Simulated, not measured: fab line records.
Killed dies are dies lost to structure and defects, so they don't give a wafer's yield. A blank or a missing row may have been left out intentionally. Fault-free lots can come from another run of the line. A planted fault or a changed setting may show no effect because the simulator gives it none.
3 desks, one fault || flow n5 finfet || what lay behind the numbers comes last; until then each desk has only its own

METROLOGY DESK
What the gauges read for every lot (on any tool): the sampled wafers with a number, averaged. If a lot's mean is further than 4 standard deviations from the usual mean, the lot is out of limits and carries the mark OUT (the distance appears in the brackets).
Columns: A = cd nm at N5_MIM_TOP_LITHO_CD_MEAS_08, usual 1999.4 nm; B = MIM_TOP_OVL at N5_MIM_TOP_LITHO_OVL_MEAS_11, usual -1 nm
{"lot": "L767", "first seen here": "day 12 23:28", "A": 1998.7, "B": -2}
{"lot": "L775", "first seen here": "day 14 09:23", "A": 2000.4, "B": -5}
{"lot": "L777", "first seen here": "day 15 19:57", "A": 2000.3, "B": -2}
{"lot": "L776", "first seen here": "day 15 22:45", "A": 2000.0, "B": -7}
{"lot": "L788", "first seen here": "day 18 10:37", "A": 1997.1, "B": 2}
{"lot": "L786", "first seen here": "day 18 12:00", "A": 1998.5, "B": -3}
This desk's finding: nothing out of limits on any of the 6 lots.

AT THE TOOL OWNER'S DESK: rie metal-02
The tool's own readings at N5_MIM_TOP_ETCH_ETCH_00 (etches TiN in Cl2/BCl3, target depth 38.5 nm): means of the sampled wafers that have a number, for each lot that ran on this tool. If a lot's mean is further than 4 standard deviations from the usual mean, the lot is out of limits and carries the mark OUT (the distance appears in the brackets).
Columns: A = bcl3 flow sccm at N5_MIM_TOP_ETCH_ETCH_00, usual 21.75 sccm; B = bias w at N5_MIM_TOP_ETCH_ETCH_00, usual 126.0 W; C = drypump motor current A at N5_MIM_TOP_ETCH_ETCH_00, usual 5.7 A; D = mfc cl2 sccm at N5_MIM_TOP_ETCH_ETCH_00, usual 53.28 sccm; E = oes product au at N5_MIM_TOP_ETCH_ETCH_00, usual 0.74 a.u.; F = throttle valve pct at N5_MIM_TOP_ETCH_ETCH_00, usual 22.61 %
{"lot": "L775", "first seen here": "day 14 09:35", "A": 21.73, "B": 126.2, "C": 6.3, "D": 53.18, "E": 0.74, "F": 22.57}
{"lot": "L777", "first seen here": "day 15 20:07", "A": 21.68, "B": "131.8 (+15) OUT", "C": 6.4, "D": 53.31, "E": 0.70, "F": 22.73}
{"lot": "L776", "first seen here": "day 15 22:56", "A": 21.76, "B": "138.5 (+33) OUT", "C": 6.3, "D": 53.27, "E": 0.74, "F": 22.58}
This desk's finding: out of limits on L776, L777; first on L777, day 15 20:07 (bias w at N5_MIM_TOP_ETCH_ETCH_00). L775 stayed within limits.

THE DEFECT DESK
Per lot, the means of the sampled wafers with a number show what the inspections along the route counted. If a lot's mean is further than 4 standard deviations from the usual mean, the lot is out of limits and carries the mark OUT (the distance appears in the brackets).
Columns: A = raw defect count at N5_MIM_TOP_LITHO_INSPECT_12, usual 2.2
{"lot": "L767", "first seen here": "day 12 23:31", "A": 3.0}
{"lot": "L775", "first seen here": "day 14 09:26", "A": 2.3}
{"lot": "L777", "first seen here": "day 15 20:00", "A": 1.7}
{"lot": "L776", "first seen here": "day 15 22:49", "A": 1.3}
{"lot": "L788", "first seen here": "day 18 10:40", "A": 1.7}
{"lot": "L786", "first seen here": "day 18 12:04", "A": 1.7}
This desk's finding: nothing out of limits on any of the 6 lots.

PUT TOGETHER
On L776, L777, at day 15 20:07, an alarm was possible from the tool owner's desk.
From the metrology desk's view, nothing was out of limits.
Nothing the defect desk looked at was out of limits.
The metrology desk holds a record of L776, L777, inside its limits.
The defect desk has L776, L777 on record, within its limits.
On rie metal-02, each named lot ran N5_MIM_TOP_ETCH_ETCH_00.

WHAT THE SIMULATOR PUT IN
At N5_MIM_TOP_ETCH_ETCH_00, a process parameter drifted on rie metal-02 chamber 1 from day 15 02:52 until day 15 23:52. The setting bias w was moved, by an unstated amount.
Lots struck among those shown: L776, L777.
Each desk's first reading out of limits, in hours after the fault started: the tool owner's desk, 17.
